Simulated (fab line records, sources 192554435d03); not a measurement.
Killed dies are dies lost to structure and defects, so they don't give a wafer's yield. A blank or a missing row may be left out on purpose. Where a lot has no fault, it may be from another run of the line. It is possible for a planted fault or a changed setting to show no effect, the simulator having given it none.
Split-lot trial + flow n5Finfet + on a route of 1938 steps: 7 lots, 21 wafers read

== THE SPLIT ITSELF ==
At N5_BEOL_M0_CUTY_EXPOSE_54 (exposes mask M0 ABLK), the setting doseMj was moved away from the recipe's 36 on 8 of the 21 wafers read, by -4.2% to +6.8%. The other wafers ran this setting at the recipe's value.

== FROM THE SPLIT TO THE READING: what the file shows between them, 2 steps ==
- N5_BEOL_M0_CUTY_PEB_55: peb time 60 s
- N5_BEOL_M0_CUTY_DEVELOP_56: develop time 30 s

== THE READING ==
Shown in nm: cdNm at N5_BEOL_M0_CUTY_CD_MEAS_57, with target cd 200 nm. Typical for fault-free wafers on this fab line: 199.4 nm, with standard deviation 0.96 nm.

| wafer  | tool, chamber at the split | doseMj as run | against the recipe | cdNm, nm | against lot-mates on the recipe |
|--------|----------------------------|---------------|--------------------|----------|---------------------------------|
| L078.2 | arfiScanner-01, 0          | 37.18         | +3.3%              | 199.4    | -0.7                            |
| L078.4 | arfiScanner-01, 0          | 36            | recipe             | 199.3    | -                               |
| L078.5 | arfiScanner-01, 0          | 36            | recipe             | 200.9    | -                               |
| L080.1 | arfiScanner-01, 0          | 37.14         | +3.2%              | 197.6    | -1.7                            |
| L080.4 | arfiScanner-01, 0          | 36            | recipe             | 199.3    | -                               |
| L080.6 | arfiScanner-01, 0          | 37.14         | +3.2%              | 197.1    | -2.2                            |
| L083.2 | arfiScanner-03, 0          | 36            | recipe             | 200.3    | -                               |
| L083.3 | arfiScanner-03, 0          | 36            | recipe             | 200.5    | -                               |
| L083.6 | arfiScanner-03, 0          | 34.76         | -3.4%              | 202.8    | +2.4                            |
| L084.1 | arfiScanner-03, 0          | 38.46         | +6.8%              | 195.5    | -3.5                            |
| L084.3 | arfiScanner-03, 0          | 38.46         | +6.8%              | 194.1    | -4.9                            |
| L084.4 | arfiScanner-03, 0          | 36            | recipe             | 199.0    | -                               |
| L087.3 | arfiScanner-03, 0          | 34.5          | -4.2%              | 201.3    | +3.1                            |
| L087.4 | arfiScanner-03, 0          | 36            | recipe             | 198.4    | -                               |
| L087.6 | arfiScanner-03, 0          | 36            | recipe             | 198.1    | -                               |
| L095.1 | arfiScanner-01, 0          | 38.4          | +6.7%              | 195.6    | -4.4                            |
| L095.3 | arfiScanner-01, 0          | 36            | recipe             | 200.8    | -                               |
| L095.6 | arfiScanner-01, 0          | 36            | recipe             | 199.2    | -                               |
| L097.4 | arfiScanner-03, 0          | 36            | recipe             | 199.4    | -                               |
| L097.5 | arfiScanner-03, 0          | 36            | recipe             | 198.1    | -                               |
| L097.6 | arfiScanner-03, 0          | 36            | recipe             | 199.4    | -                               |

THE FIT
A straight line over all 21 wafers: cdNm changes by -0.625 nm for each +1% of doseMj; r = -0.89; the points scatter about the line by 0.98 nm.
The same after taking each lot's own level away (the mean of its wafers on the recipe; 21 wafers): -0.63 nm for each +1%; r = -0.95; scatter 0.6 nm.
The reading moves by 4.3 nm for the largest change in doseMj, on that fit.
The span of the lots' own levels, 198.25 to 200.40 nm, comes to 2.2 times the standard deviation stated above.
The two slopes are in agreement: the lot-to-lot level therefore moves the slope only a little.
Check: with one of the wafers moved furthest among these (+6.8%) left out of the fit, the line predicts -4.42 nm for it against its lot-mates. Against them it came out at -3.5 nm.

== ADDITIONAL SPLITS CARRIED BY THESE WAFERS ==
These wafers also went through other splits before the reading. Each is held against what the fit with the lots' levels taken away leaves over:
| other split on the same wafers                | wafers away from the commonest value | r with cdNm (lot level and that fit taken away) |
|-----------------------------------------------|--------------------------------------|-------------------------------------------------|
| N5_SDB_ETCH_17 biasW                          | 9                                    | -0.11                                           |
| N5_HKMG_FIN_NWFM_ALD_20 aldCycles             | 4                                    | -0.12                                           |
| N5_GATE_CUT_COAT_27 spinRpm                   | 7                                    | -0.13                                           |
| N5_GATE_CUT_DESCUM_18 timeS                   | 6                                    | -0.07                                           |
| N5_MOL_CONTACT_COAG_ETCH_67 sourceW           | 6                                    | -0.25                                           |
| N5_MOL_CONTACT_COAG_ETCHBACK_136 targetDepthA | 8                                    | +0.04                                           |

== THE FILE'S OWN FIT ==
cdNm changes by -0.615 nm for each +1% of doseMj, r = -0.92.
